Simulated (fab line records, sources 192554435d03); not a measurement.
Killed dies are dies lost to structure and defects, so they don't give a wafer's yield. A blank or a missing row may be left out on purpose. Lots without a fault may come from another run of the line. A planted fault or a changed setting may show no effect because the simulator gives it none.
Chamber matching | flow n5_finfet | N5_MOL_CONTACT_COAG_ALD_133 on ald_sin-01: 4 sister chambers
The step deposits SiO2, target thk 5 nm, pulse time 1 s, co reactant pulse time 1 s. 8 wafers are shown with their chamber, then 9 later ones without.

WAFERS WITH THEIR CHAMBER
wafer  | chamber | heater_power_w (W) | precursor_pulse_height_rel
L077.4 | 1       | 79                 | 1.014
L082.1 | 0       | 87                 | 0.996
L082.5 | 3       | 80                 | 0.998
L087.1 | 1       | 83                 | 0.973
L087.2 | 0       | 84                 | 1.003
L089.2 | 2       | 78                 | 0.998
L089.3 | 3       | 77                 | 1.007
L089.5 | 2       | 79                 | 1.007

WAFERS WITHOUT THEIR CHAMBER
wafer  | heater_power_w (W) | precursor_pulse_height_rel
L090.2 | 86                 | 1.017
L090.5 | 83                 | 0.986
L090.6 | 80                 | 1.030
L092.1 | 81                 | 1.009
L092.2 | 87                 | 1.007
L092.5 | 77                 | 0.996
L096.2 | 80                 | 1.018
L096.3 | 87                 | 0.997
L096.4 | 78                 | 0.983

WHICH CHAMBER EACH WENT THROUGH
wafer  | from the rows above               | in truth
L090.2 | can't be placed: 0 or 1           | 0
L090.5 | can't be placed: 1 or 0 or 2 or 3 | 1
L090.6 | can't be placed: 2 or 3 or 1 or 0 | 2
L092.1 | can't be placed: 1 or 2 or 3 or 0 | 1
L092.2 | 0                                 | 0
L092.5 | can't be placed: 2 or 3 or 1      | 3
L096.2 | can't be placed: 2 or 3 or 1 or 0 | 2
L096.3 | 0                                 | 0
L096.4 | can't be placed: 2 or 3 or 1      | 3
Placed correctly: 2 of 9. Can't be placed from these rows: 7 (the true chamber is among the candidates in 7). Placed wrongly: 0.
How it was worked out, from the rows above alone: a wafer's distance from a chamber is the root of the sum, over the readings, of the square of ((its reading less the chamber's mean) divided by the reading's scatter). The wafer belongs to the nearest chamber; if the next one is less than 2 further off, it can't be placed. A chamber's mean is the mean of its shown wafers. The scatter: the root of (the sum of the squares of (reading less its chamber's mean) over the shown wafers, divided by (wafers less chambers)).
